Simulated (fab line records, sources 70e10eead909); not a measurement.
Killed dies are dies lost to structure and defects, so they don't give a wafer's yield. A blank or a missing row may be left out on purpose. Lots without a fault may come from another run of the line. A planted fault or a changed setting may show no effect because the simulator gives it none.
Problem report in the 8D (eight disciplines) form, filled by code | flow nand_harc | the parts of the form that need people (team, actions taken, sign-off) are left out

1. THE PROBLEM
run_length_s at NHARC_P_GATE_STRIP_67 reads a mean of 223.6 s on 9 wafers of 3 lots; wafers without a fault read 602.9 s with a standard deviation of 0.89. That is -99 or more standard deviations from the usual mean.
The step: strips in SPM, time 600 s.
First seen on wafer L703.1, day 8 16:48, on wet_bench-01. The record holds 39 wafers of 13 lots with a number at this step. Rule for "out", or "out of limits": more than 4 standard deviations from the usual mean. The other wafers with a number count as sound.

2. WHAT IT IS AND WHAT IT IS NOT
question                    | is                     | is not
which readings at this step | run_length_s           | -
which lots                  | L703, L704, L705       | L697, L699, L708, L709, L712, L713, L714, L716, L717, L718
which wafers of those lots  | all that have a number | -
read on which tools         | wet_bench-01           | wet_bench-02, wet_bench-07
when                        | from day 8 16:48       | up to then (6 sound wafers); but 24 sound wafers of L708, L709, L712, L713, L714, L716, L717, L718 came after

3. SUSPECTS, AND WHAT RULES EACH OUT
Counting: a tool at a process step up to the reading stays a suspect if it ran every lot that is out and no sound lot after the first of them.
- rtp_anneal-02 at NHARC_P_GATE_RTA_64 (time 1 s): ruled out as a lasting fault. Sound lots L708, L709, L714, L717 ran on it after its first lot that is out, L703 (day 8 16:00).
- wet_bench-01 at NHARC_P_GATE_STRIP_67 (strips in SPM, time 600 s): ruled out as a lasting fault. Sound lots L712, L716, L718 ran on it after its first lot that is out, L703 (day 8 16:48).
Left after counting: nothing in the record.

4. THE CAUSE (what the simulator had put in)
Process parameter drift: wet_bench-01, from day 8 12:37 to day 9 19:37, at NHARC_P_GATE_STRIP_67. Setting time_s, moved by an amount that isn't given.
Counting ruled it out, wrongly.

5. THE CHAIN OF EFFECTS, in route order
Each row: a reading whose mean over the struck wafers that have a number lies more than 3 standard deviations from the usual. Only readings for which the record gives a usual standard deviation are gone through. hours: the time from each lot's start at the first step in this table that gives one to its start at this step, as a median over the lots. sigmas: the change in usual standard deviations.
hours | step                  | reading      | usual   | on struck wafers | change | sigmas
0     | NHARC_P_GATE_STRIP_67 | run_length_s | 602.9 s | 223.6            | -379.3 | -99 or more
The process steps in it:
- NHARC_P_GATE_STRIP_67: strips in SPM, time 600 s.

6. WHAT WOULD HAVE CAUGHT IT SOONER
In this record the first reading out of limits was taken at day 8 16:48, 4 hours after the fault began at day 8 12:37.
